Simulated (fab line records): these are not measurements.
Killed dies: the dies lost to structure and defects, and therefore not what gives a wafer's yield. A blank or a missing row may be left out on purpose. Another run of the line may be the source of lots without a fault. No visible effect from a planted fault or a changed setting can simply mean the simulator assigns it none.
A lot that was struck, set against a sound lot | flow n5Finfet | 15 out of 1938 route steps
Sound: the wafers L614.1, L614.3, L614.6. Struck: wafers L612.2, L612.5. (L612.1 of the same lot was not struck and is left out.) The cause comes at the end.
Per side, at each step with rows, come the tool, then ch with its chambers, and then its first start. Under that, the readings that differ: sound wafers | struck wafers | difference of the means | sigmas: that difference in standard deviations of wafers without a fault.
alike: a reading whose means differ by less than 2 such deviations, as well as words and numbers matching on both sides. not compared: withheld readings; readings where some wafer has no value; bounds like >300 that might hide an equal value; numbers whose values overlap and for which the record gives no deviation.
The two part at a step that has a row with sigmas, a row that says differs or no value, or rows on one side only. Numbers that don't overlap but have no deviation are shown without sigmas and don't part them. A reading that every wafer of one side lacks parts them only if that side has two wafers or more.

N5_BEOL_M10_TRENCH_ETCH_37: etches SiCOH lowk in C4F6/O2, target depth 148.83 nm, time 48 s.
  sound on rieDiel-04 ch 1,3; struck on rieDiel-04 ch 0,3
  alike: biasW, drypumpMotorCurrentA, oesProductAu, rfVppV, showerheadPlenumPTorr, throttleValvePct
  not compared: rfHoursCounterH
then, 1 step without rows for these wafers: N5_BEOL_M10_ETCH_41 (etches SiCN in CH3F/O2, target depth 42.6 nm, time 86 s).
N5_BEOL_M10_STRIP_77: strips in N2/H2, time 10 s.
  sound on rieDiel-04 ch 1,3; struck on rieDiel-04 ch 0,3
  alike: drypumpMotorCurrentA, h2FlowSccm, oesProductAu, rfVppV, showerheadPlenumPTorr, throttleValvePct
  not compared: rfHoursCounterH
N5_BEOL_M10_OCD_MEAS_38:
  struck on ocd-01, day 16 09:40; sound on ocd-01, day 16 11:34
  alike: trenchDepthNm
then, 4 steps without rows for these wafers: N5_BEOL_M10_HM_STRIP_39 (strips TiN in peroxide tin strip, target depth 25 nm, time 158 s); N5_BEOL_M10_SRD_40 (time 30 s); N5_BEOL_M10_PRECLEAN_42 (cleans in residue remover, time 60 s); N5_BEOL_M10_SRD_43 (time 30 s).
N5_BEOL_M10_CD_MEAS_35: the cd target is 70 nm.
  struck on cdSem-03, day 16 09:49; sound on cdSem-03, day 16 11:43
  alike: cdNm
N5_BEOL_M10_CURE_72: cures SiCOH lowk, time 120 s.
  sound on uvCure-01 ch 2, day 16 11:46; struck on uvCure-02 ch 2, day 16 09:52
reading          | sound             | struck      | difference | sigmas
wafer_temp_C_max | 373.2 372.6 372.2 | 370.9 371.0 | -1.7       | -3
  alike: lampPowerPct
N5_BEOL_M10_DEGAS_44: time 60 s.
  struck on pvdSputter-03, day 16 10:32; sound on pvdSputter-03, day 16 12:17
  alike: heaterPowerW
N5_BEOL_M10_PRE_CLEAN_45: time 30 s.
  struck on pvdSputter-03, day 16 10:35; sound on pvdSputter-03, day 16 12:19
  alike: heaterPowerW
N5_BEOL_M10_ALD_74: deposits TaN, target thk 2 nm, pulse time 2 s, purge time 3 s.
  sound on aldMetal-03 ch 1,2, day 16 12:26; struck on aldMetal-02 ch 0,3, day 16 10:40
reading          | sound       | struck  | difference | sigmas
aldCycles        | 40 40 40    | 35 35   | -5         | 
heaterPowerW (W) | 404 370 365 | 461 438 | +70        | +2
  alike: heaterPowerOuterW
then, 1 step without rows for these wafers: N5_BEOL_M10_SURFACE_TREAT_76.
-- the record jumps here: 2 days lie between the struck wafers' starts before and after (it left off in module BEOL_M10 and takes up again in module PASSIVATION, whose first step shown is number 1936 of the route) --
N5_PASSIVATION_PROBE_49:
  only the struck wafers here have rows in the record (prober-02, day 18 18:54); the sound ones have none

== WHERE THEY PART ==
Last at N5_PASSIVATION_PROBE_49 as far as this record goes, first at N5_BEOL_M10_CURE_72.

WHY: whatever the simulator had introduced
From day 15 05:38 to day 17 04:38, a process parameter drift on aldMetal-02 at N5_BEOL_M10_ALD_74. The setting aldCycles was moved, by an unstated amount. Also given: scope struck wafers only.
